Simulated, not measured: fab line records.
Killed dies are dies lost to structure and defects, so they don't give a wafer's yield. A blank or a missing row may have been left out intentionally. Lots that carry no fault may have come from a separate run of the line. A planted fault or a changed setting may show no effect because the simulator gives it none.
fab line records	flow nand-harc	part 1 of 2: steps 1 to 4 of 6
record: lots: 23	wafers: 69	last-day: 34
route steps=1302 shown A_STAIRCASE@700
lots untouched by any fault: they come from a run of this same line in which no faults occurred
start-h: hours from the record's first day to the start of the lot's first wafer shown	wait-h: how many hours have passed since the lot's step before this one	" identical to the entry in the row above	L1.1+2: a row that stands for several wafers	- no value, or no start given	* or withheld: withheld	< > ~ a bound
route shown NAME@n: names a module that has steps shown in the file, with the first one's number in the route	usual: mean/standard deviation of fault-free wafers	same: alike in all rows	chamber/n: place in a boat	sites: the reading at each site	_std_site: standard deviation across them	_edge_site: the outer-site mean with the inner-site mean subtracted	radius-mm: how far each site lies from the wafer's centre	mask NAME#n: copy n	behind: tool/chamber where the wafer was last shaped	hold: what put the lot on hold/how long, in hours/how the hold closed	device: which transistor (n, p or np) failed to switch	end of line: the route-end tests of the same wafers	step lacking rows: just its recipe	killed: not the wafer's yield, but the dies lost to structure and defects at the first sort	map: shows each die of a wafer: x if killed, . if not, _ if none is there
set.NAME: the setting as run; set.NAME@STEP: as run at that earlier step	model.NAME: the simulator's own value behind a step, which no gauge read
route steps across a sampled set of lots; one table per step, one row per wafer
services: a tool's chamber out of use, with start hour (start-h, from the record's first day; less than 0 if before it), hours out, and reason
== steps ==
step: NHARC_A_STAIRCASE_DESCUM_186
recipe: time-s: 3	o2-flow-sccm: 200	ar-flow-sccm: 0	bias-power-w: 0	chemistry: O2
usual: drypump-motor-current-A: 5.8/0.53	mfc-ar-sccm: 0.008/0.011	oes-product-au: 0.998/0.011	rf-vpp-V: 57.7/0.93	showerhead-plenum-p-Torr: 1.90/0.091	throttle-valve-pct: 11.310/0.0093
lot.wafer	tool	chamber	start-h	wait-h	drypump-motor-current-A	mfc-ar-sccm	oes-product-au	rf-hours-counter-h	rf-vpp-V	showerhead-plenum-p-Torr	throttle-valve-pct
L074.2	rie-diel-07	2	358.57	-	5.2	0	0.986	21	59.5	2.05	11.301
L074.3	"	1	"	"	6.2	0.009	0.977	18	58.0	1.96	11.318
L074.6	"	2	"	"	5.1	0	0.993	-	57.2	2.05	11.300
L075.1	rie-diel-12	2	381.11	-	5.8	0	1.011	34	57.6	1.90	11.309
L075.4	"	0	"	"	6.4	0.002	0.995	37	57.3	1.79	11.324
L075.6	"	2	"	"	5.8	0	1.011	-	57.6	1.90	11.297
L076.1	rie-diel-07	2	381.38	-	5.2	0	0.983	26	58.7	2.05	11.307
L076.5	"	3	"	"	5.6	0.036	1.008	-	57.6	1.79	11.319
L076.6	"	0	"	"	4.9	0.011	1.000	-	56.9	1.88	11.310
L077.1	rie-diel-07	1	390.86	-	6.2	0.009	0.990	25	58.7	1.96	11.303
L077.5	"	0	"	"	4.9	0.011	0.987	-	58.7	1.88	11.291
L077.6	"	1	"	"	6.2	0.009	0.993	-	57.3	1.96	11.285
L079.2	rie-diel-07	1	391.06	-	6.2	0.009	0.992	25	56.9	1.96	11.315
L079.3	"	3	"	"	5.5	0.036	1.009	29	58.1	1.79	11.309
L079.6	"	0	"	"	4.9	0.011	0.995	-	57.5	1.88	11.295
L078.2	rie-diel-07	2	396.10	-	5.1	0	0.987	32	58.2	2.05	11.314
L078.5	"	0	"	"	4.9	0.011	0.986	-	58.9	1.88	11.307
L078.6	"	1	"	"	6.3	0.009	0.982	-	57.3	1.96	11.308
L080.1	rie-diel-07	3	420.24	-	5.6	0.036	1.008	39	57.2	1.78	11.304
L080.2	"	1	"	"	6.3	0.009	0.998	35	57.7	1.95	11.315
L080.6	"	0	"	"	4.9	0.011	0.998	-	58.5	1.88	11.311
L082.3	rie-diel-12	1	434.46	-	6.1	0.019	1.018	47	57.2	1.91	11.306
L082.2	"	2	"	"	5.8	0	1.011	56	58.9	1.90	11.313
L082.6	"	2	"	"	5.8	0	1.018	-	56.3	1.90	11.309
L083.4	rie-diel-12	2	439.08	-	5.8	0	1.026	58	57.6	1.89	11.322
L083.1	"	3	"	"	6.4	0	1.004	62	58.2	1.93	11.299
L083.6	"	0	"	"	6.4	0.002	1.004	-	57.6	1.78	11.314
L081.3	rie-diel-11	2	443.50	-	6.0	0	0.995	0	60.1	2.03	11.292
L081.1	"	3	"	"	5.5	0	0.994	0	58.8	1.99	11.317
L081.5	"	0	"	"	5.3	0.009	1.003	-	57.5	1.82	11.309
L084.1	rie-diel-07	2	469.09	-	5.1	0	0.992	55	59.8	2.04	11.324
L084.2	"	3	"	"	5.5	0.036	1.006	60	56.4	1.78	11.306
L084.6	"	0	"	"	4.9	0.011	1.003	-	59.4	1.87	11.307
L085.3	rie-diel-12	0	474.86	-	6.4	0.002	0.990	8	57.0	1.78	11.325
L085.1	"	2	"	"	5.8	0	1.002	8	57.8	1.89	11.307
L085.2	"	3	"	"	6.3	0	0.996	8	57.2	1.93	11.316
L086.1	rie-diel-12	2	486.33	-	5.8	0	1.005	11	59.2	1.89	11.313
L086.2	"	0	"	"	6.4	0.002	0.973	11	57.2	1.78	11.316
L086.5	"	2	"	"	5.8	0	1.009	-	59.3	1.89	11.318
L087.3	rie-diel-11	3	491.81	-	5.5	0	0.997	18	58.0	1.98	11.302
L087.6	"	2	"	"	6.0	0	1.002	-	57.6	2.03	11.317
L087.5	"	3	"	"	5.5	0	0.998	-	58.2	1.98	11.314
L088.1	rie-diel-11	1	501.13	-	6.4	0	0.979	25	57.6	2.05	11.295
L088.5	"	0	"	"	5.3	0.009	1.004	-	57.7	1.81	11.308
L088.6	"	1	"	"	6.4	0	0.995	-	57.0	2.05	11.312
L089.4	rie-diel-11	0	505.54	-	5.3	0.009	1.002	26	58.4	1.81	11.308
L089.1	"	1	"	"	6.4	0	0.992	27	59.4	2.05	11.304
L089.2	"	2	"	"	6.0	0	0.996	21	58.8	2.03	11.331
L092.3	rie-diel-12	3	532.73	-	6.3	0	0.992	31	59.1	1.92	11.311
L092.1	"	0	"	"	6.4	0.002	0.982	31	57.5	1.77	11.329
L092.4	"	2	"	"	5.8	0	1.006	31	57.5	1.88	11.317
L091.3	rie-diel-12	0	533.27	-	6.4	0.002	0.980	31	58.6	1.77	11.313
L091.2	"	1	"	"	6.1	0.019	0.981	1	57.2	1.91	11.293
L091.5	"	0	"	"	6.4	0.002	0.983	-	57.1	1.77	11.305
L093.3	rie-diel-11	2	541.81	-	6.0	0	1.013	38	59.4	2.02	11.314
L093.1	"	0	"	"	5.3	0.009	1.007	33	57.6	1.81	11.298
L093.4	"	0	"	"	5.3	0.009	1.016	-	55.8	1.81	11.297
L094.1	rie-diel-07	0	556.29	-	4.9	0.011	0.994	24	58.3	1.86	11.307
L094.4	"	2	"	"	5.1	0	1.000	23	58.3	2.03	11.299
L094.5	"	1	"	"	6.3	0.009	1.010	-	58.2	1.94	11.307
L095.1	rie-diel-11	0	577.95	-	5.3	0.009	1.012	45	56.2	1.81	11.317
L095.5	"	3	"	"	5.5	0	0.997	-	58.0	1.97	11.304
L095.4	"	0	"	"	5.3	0.009	1.006	-	56.9	1.81	11.298
L096.2	rie-diel-07	0	583.19	-	4.9	0.011	0.983	32	57.5	1.86	11.310
L096.3	"	3	"	"	5.6	0.036	0.994	33	57.0	1.77	11.323
L096.6	"	1	"	"	6.2	0.009	0.998	-	57.4	1.94	11.304
L097.3	rie-diel-07	2	596.81	-	5.2	0	0.993	38	57.7	2.03	11.295
L097.5	"	3	"	"	5.6	0.036	1.000	-	58.2	1.77	11.320
L097.6	"	0	"	"	4.9	0.011	0.977	-	57.1	1.86	11.311
step: NHARC_A_STAIRCASE_ETCH_188
recipe: target-depth-a: 1000	time-s: 40.5	ion-energy-ev: 400	c4f8-flow-sccm: 20	o2-flow-sccm: 10	ar-flow-sccm: withheld	rf-w: 600	bias-w: 1000	chemistry: C4F8/O2
usual: oes-product-au: 0.933/0.014	rf-vpp-V: 896/5.8
lot.wafer	tool	chamber	start-h	wait-h	oes-product-au	rf-hours-counter-h	rf-vpp-V
L074.3	rie-diel-07	1	-	-	0.916	18	899
L074.2	"	2	"	"	0.915	22	904
L074.6	"	2	"	"	0.907	-	904
L075.1	rie-diel-12	3	-	-	0.958	40	897
L075.4	"	0	"	"	0.949	37	890
L075.6	"	1	"	"	0.957	-	896
L076.1	rie-diel-07	2	-	-	0.924	26	904
L076.5	"	3	"	"	0.944	-	888
L076.6	"	0	"	"	0.932	-	893
L077.1	rie-diel-07	0	-	-	0.925	22	895
L077.5	"	3	"	"	0.944	-	888
L077.6	"	0	"	"	0.913	-	894
L079.3	rie-diel-07	1	-	-	0.919	25	899
L079.2	"	3	"	"	0.940	30	888
L079.6	"	2	"	"	0.924	-	904
L078.2	rie-diel-07	2	-	-	0.917	32	905
L078.5	"	3	"	"	0.931	-	888
L078.6	"	0	"	"	0.920	-	894
L080.1	rie-diel-07	3	-	-	0.937	39	887
L080.2	"	0	"	"	0.935	31	894
L080.6	"	1	"	"	0.930	-	898
L082.3	rie-diel-12	3	-	-	0.964	60	897
L082.2	"	0	"	"	0.961	51	888
L082.6	"	3	"	"	0.960	-	897
L083.1	rie-diel-12	2	-	-	0.932	59	896
L083.4	"	3	"	"	0.925	62	898
L083.6	"	1	"	"	0.929	-	895
L081.3	rie-diel-11	2	-	-	0.965	0	902
L081.1	"	0	"	"	0.952	0	890
L081.5	"	2	"	"	0.964	-	903
L084.1	rie-diel-07	0	-	-	0.931	50	895
L084.2	"	2	"	"	0.930	55	904
L084.6	"	2	"	"	0.917	-	904
L085.3	rie-diel-12	0	-	-	0.910	8	888
L085.2	"	2	"	"	0.932	8	894
L085.1	"	3	"	"	0.919	8	895
L086.2	rie-diel-12	3	-	-	0.948	12	896
L086.1	"	0	"	"	0.942	11	887
L086.5	"	3	"	"	0.952	-	897
L087.3	rie-diel-11	3	-	-	0.919	18	901
L087.6	"	2	"	"	0.918	-	902
L087.5	"	3	"	"	0.928	-	900
L088.1	rie-diel-11	3	-	-	0.954	21	900
L088.5	"	2	"	"	0.942	-	903
L088.6	"	3	"	"	0.960	-	902
L089.1	rie-diel-11	1	-	-	0.945	27	905
L089.2	"	2	"	"	0.942	22	904
L089.4	"	0	"	"	0.949	26	888
L092.1	rie-diel-12	2	-	-	0.936	31	894
L092.3	"	3	"	"	0.922	31	896
L092.4	"	0	"	"	0.915	31	886
L091.3	rie-diel-12	2	-	-	0.940	32	892
L091.2	"	0	"	"	0.916	31	888
L091.5	"	1	"	"	0.929	-	897
L093.3	rie-diel-11	3	-	-	0.927	40	899
L093.1	"	2	"	"	0.927	38	902
L093.4	"	3	"	"	0.925	-	900
L094.1	rie-diel-07	1	-	-	0.933	22	899
L094.4	"	0	"	"	0.907	25	891
L094.5	"	2	"	"	0.924	-	902
L095.1	rie-diel-11	3	-	-	0.939	53	900
L095.4	"	0	"	"	0.948	-	889
L095.5	"	3	"	"	0.931	-	900
L096.2	rie-diel-07	1	-	-	0.933	31	899
L096.3	"	3	"	"	0.926	33	888
L096.6	"	0	"	"	0.912	-	892
L097.3	rie-diel-07	2	-	-	0.920	38	903
L097.6	"	3	"	"	0.927	-	887
L097.5	"	0	"	"	0.913	-	893
step: NHARC_A_STAIRCASE_ETCH_192
recipe: target-depth-a: 1000	time-s: 40.5	ion-energy-ev: 400	c4f8-flow-sccm: 20	o2-flow-sccm: 10	ar-flow-sccm: withheld	rf-w: 600	bias-w: 1000	chemistry: C4F8/O2
usual: oes-product-au: 0.938/0.011	rf-vpp-V: 896/5.8
lot.wafer	tool	chamber	start-h	wait-h	oes-product-au	rf-hours-counter-h	rf-vpp-V
L074.3	rie-diel-07	2	-	-	0.942	22	905
L074.2	"	0	"	"	0.935	14	894
L074.6	"	2	"	"	0.949	-	903
L075.1	rie-diel-12	2	-	-	0.950	34	894
L075.4	"	1	"	"	0.962	31	896
L075.6	"	3	"	"	0.943	-	897
L076.1	rie-diel-07	1	-	-	0.923	23	899
L076.5	"	0	"	"	0.933	-	893
L076.6	"	1	"	"	0.931	-	897
L077.1	rie-diel-07	1	-	-	0.924	25	898
L077.5	"	2	"	"	0.921	-	904
L077.6	"	3	"	"	0.934	-	889
L079.3	rie-diel-07	2	-	-	0.928	29	905
L079.2	"	0	"	"	0.928	22	894
L079.6	"	2	"	"	0.931	-	905
L078.2	rie-diel-07	1	-	-	0.926	28	899
L078.6	"	1	"	"	0.931	-	898
L078.5	"	2	"	"	0.928	-	903
L080.1	rie-diel-07	0	-	-	0.936	32	894
L080.2	"	1	"	"	0.933	35	898
L080.6	"	0	"	"	0.935	-	894
L082.2	rie-diel-12	0	-	-	0.945	52	886
L082.3	"	2	"	"	0.939	57	894
L082.6	"	3	"	"	0.936	-	898
L083.4	rie-diel-12	1	-	-	0.953	50	898
L083.1	"	2	"	"	0.952	59	896
L083.6	"	1	"	"	0.955	-	897
L081.1	rie-diel-11	2	-	-	0.957	0	904
L081.3	"	1	"	"	0.947	0	904
L081.5	"	3	"	"	0.937	-	902
L084.1	rie-diel-07	2	-	-	0.936	56	903
L084.2	"	0	"	"	0.939	51	894
L084.6	"	3	"	"	0.946	-	886
L085.2	rie-diel-12	2	-	-	0.963	9	894
L085.1	"	3	"	"	0.941	9	897
L085.3	"	0	"	"	0.928	9	886
L086.2	rie-diel-12	2	-	-	0.953	12	895
L086.1	"	0	"	"	0.925	12	887
L086.5	"	2	"	"	0.948	-	895
L087.3	rie-diel-11	0	-	-	0.945	22	890
L087.5	"	2	"	"	0.942	-	903
L087.6	"	3	"	"	0.942	-	901
L088.1	rie-diel-11	1	-	-	0.936	25	906
L088.6	"	1	"	"	0.934	-	905
L088.5	"	2	"	"	0.951	-	903
L089.1	rie-diel-11	3	-	-	0.932	23	901
L089.4	"	0	"	"	0.942	27	891
L089.2	"	2	"	"	0.945	22	903
L092.3	rie-diel-12	3	-	-	0.946	32	896
L092.4	"	1	"	"	0.932	1	896
L092.1	"	2	"	"	0.933	32	895
L091.2	rie-diel-12	3	-	-	0.940	32	897
L091.3	"	1	"	"	0.939	1	896
L091.5	"	2	"	"	0.953	-	894
L093.3	rie-diel-11	2	-	-	0.958	38	902
L093.1	"	3	"	"	0.942	40	900
L093.4	"	3	"	"	0.936	-	900
L094.4	rie-diel-07	2	-	-	0.931	24	903
L094.1	"	3	"	"	0.926	26	887
L094.5	"	3	"	"	0.944	-	886
L095.1	rie-diel-11	3	-	-	0.930	53	900
L095.4	"	3	"	"	0.924	-	900
L095.5	"	1	"	"	0.929	-	904
L096.3	rie-diel-07	2	-	-	0.910	31	903
L096.2	"	0	"	"	0.916	32	891
L096.6	"	2	"	"	0.912	-	905
L097.3	rie-diel-07	1	-	-	0.932	41	896
L097.6	"	1	"	"	0.935	-	898
L097.5	"	2	"	"	0.938	-	903
step: NHARC_A_STAIRCASE_TRIM_193
recipe: time-s: 211.2	o2-flow-sccm: 500	ar-flow-sccm: 0	bias-w: 0	chemistry: O2
usual: drypump-motor-current-A: 5.8/0.52	mfc-ar-sccm: 0.008/0.011	oes-product-au: 0.998/0.011	rf-vpp-V: 57.7/0.83	showerhead-plenum-p-Torr: 3.51/0.16	throttle-valve-pct: 17.035/0.0092
lot.wafer	tool	chamber	start-h	wait-h	drypump-motor-current-A	mfc-ar-sccm	oes-product-au	rf-hours-counter-h	rf-vpp-V	showerhead-plenum-p-Torr	throttle-valve-pct
L074.2	rie-diel-07	2	-	-	5.2	0	1.006	22	59.8	3.76	17.032
L074.3	"	3	"	"	5.6	0.036	1.011	22	57.5	3.32	17.039
L074.6	"	1	"	"	6.3	0.009	0.987	-	57.3	3.61	17.042
L075.1	rie-diel-12	2	-	-	5.8	0	1.013	34	56.9	3.51	17.030
L075.4	"	3	"	"	6.3	0	0.992	40	57.8	3.57	17.041
L075.6	"	1	"	"	6.1	0.019	1.006	-	58.2	3.54	17.035
L076.1	rie-diel-07	2	-	-	5.2	0	0.983	26	58.5	3.76	17.047
L076.5	"	2	"	"	5.2	0	0.985	-	58.1	3.76	17.038
L076.6	"	3	"	"	5.6	0.036	1.000	-	57.3	3.31	17.045
L077.1	rie-diel-07	3	-	-	5.5	0.036	1.000	30	57.3	3.31	17.054
L077.6	"	3	"	"	5.6	0.036	1.019	-	56.9	3.31	17.022
L077.5	"	0	"	"	4.9	0.011	0.979	-	57.5	3.47	17.035
L079.3	rie-diel-07	3	-	-	5.6	0.036	1.013	30	57.2	3.31	17.024
L079.2	"	2	"	"	5.2	0	0.986	29	58.7	3.76	17.037
L079.6	"	0	"	"	4.9	0.011	0.995	-	58.2	3.47	17.037
L078.2	rie-diel-07	2	-	-	5.2	0	0.984	32	58.6	3.76	17.044
L078.5	"	3	"	"	5.6	0.036	1.010	-	57.7	3.31	17.039
L078.6	"	0	"	"	4.9	0.011	0.993	-	58.2	3.47	17.047
L080.2	rie-diel-07	3	-	-	5.6	0.036	0.999	39	57.8	3.31	17.050
L080.1	"	2	"	"	5.2	0	0.985	39	57.7	3.75	17.032
L080.6	"	0	"	"	4.9	0.011	0.992	-	56.8	3.46	17.048
L082.3	rie-diel-12	1	-	-	6.1	0.019	1.012	48	57.1	3.53	17.033
L082.2	"	3	"	"	6.3	0	0.990	61	57.6	3.56	17.024
L082.6	"	2	"	"	5.8	0	1.009	-	59.4	3.50	17.040
L083.1	rie-diel-12	0	-	-	6.4	0.002	0.988	54	57.3	3.30	17.036
L083.4	"	1	"	"	6.1	0.019	1.009	51	57.5	3.53	17.037
L083.6	"	0	"	"	6.4	0.002	0.992	-	58.4	3.30	17.045
L081.1	rie-diel-11	1	-	-	6.4	0	1.001	0	57.7	3.78	17.037
L081.3	"	3	"	"	5.5	0	1.016	0	58.0	3.65	17.020
L081.5	"	2	"	"	6.0	0	1.011	-	58.5	3.74	17.025
L084.1	rie-diel-07	2	-	-	5.1	0	0.987	56	57.4	3.74	17.030
L084.2	"	3	"	"	5.6	0.036	0.997	60	58.2	3.29	17.021
L084.6	"	2	"	"	5.2	0	0.990	-	60.3	3.74	17.040
L085.3	rie-diel-12	0	-	-	6.4	0.002	0.970	9	57.8	3.30	17.024
L085.1	"	2	"	"	5.8	0	1.016	9	58.0	3.49	17.027
L085.2	"	3	"	"	6.3	0	1.001	9	57.5	3.55	17.033
L086.2	rie-diel-12	2	-	-	5.8	0	1.014	12	56.8	3.49	17.025
L086.1	"	3	"	"	6.3	0	1.003	12	56.8	3.55	17.035
L086.5	"	2	"	"	5.8	0	1.016	-	58.4	3.49	17.030
L087.3	rie-diel-11	0	-	-	5.3	0.009	0.991	22	57.9	3.36	17.029
L087.5	"	3	"	"	5.5	0	1.004	-	58.7	3.64	17.032
L087.6	"	0	"	"	5.3	0.009	1.008	-	57.4	3.36	17.036
L088.1	rie-diel-11	0	-	-	5.3	0.009	1.007	25	59.0	3.35	17.022
L088.6	"	0	"	"	5.3	0.009	1.006	-	57.5	3.35	17.048
L088.5	"	1	"	"	6.4	0	0.997	-	58.9	3.76	17.049
L089.2	rie-diel-11	0	-	-	5.3	0.009	1.009	27	57.6	3.35	17.047
L089.1	"	1	"	"	6.4	0	0.991	28	58.8	3.76	17.036
L089.4	"	2	"	"	6.0	0	1.006	22	57.2	3.72	17.042
L092.3	rie-diel-12	0	-	-	6.4	0.002	0.975	31	57.3	3.28	17.034
L092.1	"	2	"	"	5.8	0	1.003	32	58.2	3.48	17.042
L092.4	"	3	"	"	6.3	0	1.002	32	57.9	3.54	17.039
L091.3	rie-diel-12	2	-	-	5.8	0	1.012	32	57.3	3.48	17.036
L091.2	"	0	"	"	6.4	0.002	0.979	32	57.5	3.28	17.048
L091.5	"	1	"	"	6.1	0.019	0.990	-	57.5	3.53	17.032
L093.1	rie-diel-11	0	-	-	5.3	0.009	1.004	33	57.9	3.35	17.022
L093.3	"	2	"	"	6.0	0	1.005	38	58.9	3.71	17.042
L093.4	"	3	"	"	5.5	0	1.001	-	56.8	3.63	17.047
L094.1	rie-diel-07	0	-	-	4.9	0.011	0.974	25	56.3	3.44	17.026
L094.4	"	3	"	"	5.6	0.036	0.990	26	56.3	3.28	17.022
L094.5	"	0	"	"	4.9	0.011	0.974	-	56.2	3.44	17.024
L095.1	rie-diel-11	0	-	-	5.3	0.009	1.005	45	56.8	3.34	17.050
L095.5	"	0	"	"	5.3	0.009	1.011	-	57.8	3.34	17.051
L095.4	"	1	"	"	6.4	0	0.997	-	58.5	3.75	17.037
L096.2	rie-diel-07	2	-	-	5.2	0	0.986	31	57.5	3.73	17.034
L096.3	"	3	"	"	5.6	0.036	0.994	33	57.5	3.28	17.026
L096.6	"	1	"	"	6.3	0.009	0.992	-	57.7	3.57	17.023
L097.3	rie-diel-07	3	-	-	5.6	0.036	0.981	40	57.0	3.27	17.038
L097.5	"	1	"	"	6.2	0.009	0.995	-	57.7	3.57	17.049
L097.6	"	2	"	"	5.1	0	1.000	-	58.2	3.72	17.052
